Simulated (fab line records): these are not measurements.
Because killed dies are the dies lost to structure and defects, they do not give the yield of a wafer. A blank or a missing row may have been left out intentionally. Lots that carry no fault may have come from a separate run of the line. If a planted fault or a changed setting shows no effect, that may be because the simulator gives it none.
A single fault, viewed from 2 desks | flow nandHarc | numbers are kept per desk, each desk with only its own; the story behind them comes last

TOOL OWNER'S DESK, rieDiel-01
The tool's own readings at NHARC_A_CHANNEL_HOLE_D1_ETCH_39 (etches the open film in N2/H2, target depth 260 nm, time 325 s): means of the sampled wafers that have a number, for each lot that ran on this tool. If a lot's mean is further than 4 standard deviations from the usual mean, the lot is out of limits and carries the mark OUT (the distance appears in the brackets).
Columns: A = chamberPressureMTorr at NHARC_A_CHANNEL_HOLE_D1_ETCH_39, usual 30.001 mTorr; B = drypumpMotorCurrentA at NHARC_A_CHANNEL_HOLE_D1_ETCH_39, usual 5.9 A; C = oesProductAu at NHARC_A_CHANNEL_HOLE_D1_ETCH_39, usual 1.001 a.u.; D = rfVppV at NHARC_A_CHANNEL_HOLE_D1_ETCH_39, usual 430.1 V; E = runLengthS at NHARC_A_CHANNEL_HOLE_D1_ETCH_39, usual 346.0 s; F = showerheadPlenumPTorr at NHARC_A_CHANNEL_HOLE_D1_ETCH_39, usual 2.03 Torr; G = throttleValvePct at NHARC_A_CHANNEL_HOLE_D1_ETCH_39, usual 14.172 %
lot  | first seen here | A      | B   | C     | D     | E                       | F    | G
L910 | day 8 16:15     | 30.013 | 6.1 | 1.011 | 430.3 | 345.9                   | 2.04 | 14.178
L912 | day 9 00:12     | 29.986 | 6.1 | 1.002 | 430.0 | 345.7                   | 2.05 | 14.177
L911 | day 9 01:29     | 30.020 | 5.9 | 1.004 | 430.0 | 345.9                   | 2.01 | 14.173
L914 | day 10 03:32    | 30.002 | 6.1 | 1.006 | 429.7 | 345.7                   | 2.05 | 14.179
L916 | day 10 22:56    | 29.978 | 6.1 | 1.002 | 429.3 | 345.7                   | 2.01 | 14.169
L917 | day 11 14:49    | 29.976 | 6.1 | 1.002 | 430.9 | 346.1                   | 2.04 | 14.168
L918 | day 11 19:08    | 29.990 | 6.1 | 0.996 | 429.6 | 345.8                   | 2.01 | 14.178
L921 | day 13 01:28    | 30.020 | 6.1 | 1.005 | 430.4 | 345.6                   | 2.04 | 14.174
L922 | day 13 07:55    | 29.985 | 6.1 | 1.004 | 430.4 | 345.8                   | 2.04 | 14.172
L923 | day 13 17:57    | 29.977 | 5.9 | 1.002 | 430.3 | 263.7 (-99 or more) OUT | 2.03 | 14.166
L924 | day 14 22:28    | 29.994 | 6.1 | 0.999 | 429.6 | 263.0 (-99 or more) OUT | 2.04 | 14.167
L926 | day 15 02:46    | 30.020 | 6.0 | 1.010 | 429.5 | 263.5 (-99 or more) OUT | 2.00 | 14.170
L928 | day 16 05:13    | 30.026 | 6.1 | 0.993 | 429.8 | 263.1 (-99 or more) OUT | 2.04 | 14.165
This desk's verdict: out of limits on L923, L924, L926, L928, starting with L923 at day 13 17:57 (runLengthS at NHARC_A_CHANNEL_HOLE_D1_ETCH_39). L910, L912, L911, L914, L916, L917, L918, L921, L922 stayed within limits.

FROM THE METROLOGY DESK
Lot by lot, what the gauges showed, no matter which tool ran the lot: averages of those sampled wafers that carry a number. If a lot's mean is further than 4 standard deviations from the usual mean, the lot is out of limits and carries the mark OUT (the distance appears in the brackets).
Columns: A = cdNm at NHARC_A_CHANNEL_HOLE_D1_CD_MEAS_18, usual 99.3 nm
lot  | first seen here | A
L910 | day 8 17:16     | 100.5
L912 | day 9 01:07     | 97.3
L911 | day 9 02:36     | 96.7
L913 | day 9 20:26     | 98.6
L914 | day 10 04:25    | 100.0
L916 | day 10 23:52    | 100.3
L917 | day 11 15:40    | 100.0
L918 | day 11 20:04    | 104.8
L921 | day 13 02:22    | 98.3
L922 | day 13 08:50    | 99.6
L923 | day 13 18:49    | 97.6
L924 | day 14 23:23    | 99.5
L926 | day 15 03:42    | 99.0
L927 | day 15 15:32    | 99.8
L928 | day 16 06:10    | 97.9
L931 | day 17 06:43    | 96.0
Finding of this desk: none of the 16 lots has anything out of limits.

TAKEN TOGETHER
The tool owner's desk had the chance to raise an alarm at day 13 17:57 on L923, L924, L926, L928.
Metrology desk: nothing out of limits seen.
The metrology desk has L923, L924, L926, L928 on record, within its limits.
Every lot named ran NHARC_A_CHANNEL_HOLE_D1_ETCH_39 on rieDiel-01.

WHAT THE SIMULATOR HAD PUT IN
Drift in process parameters on rieDiel-01 at NHARC_A_CHANNEL_HOLE_D1_ETCH_39, starting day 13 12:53. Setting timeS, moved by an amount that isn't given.
Shown lots that were struck: L923, L924, L926, L928.
Hours from the fault's start to each desk's first reading out of limits: the tool owner's desk, 5.
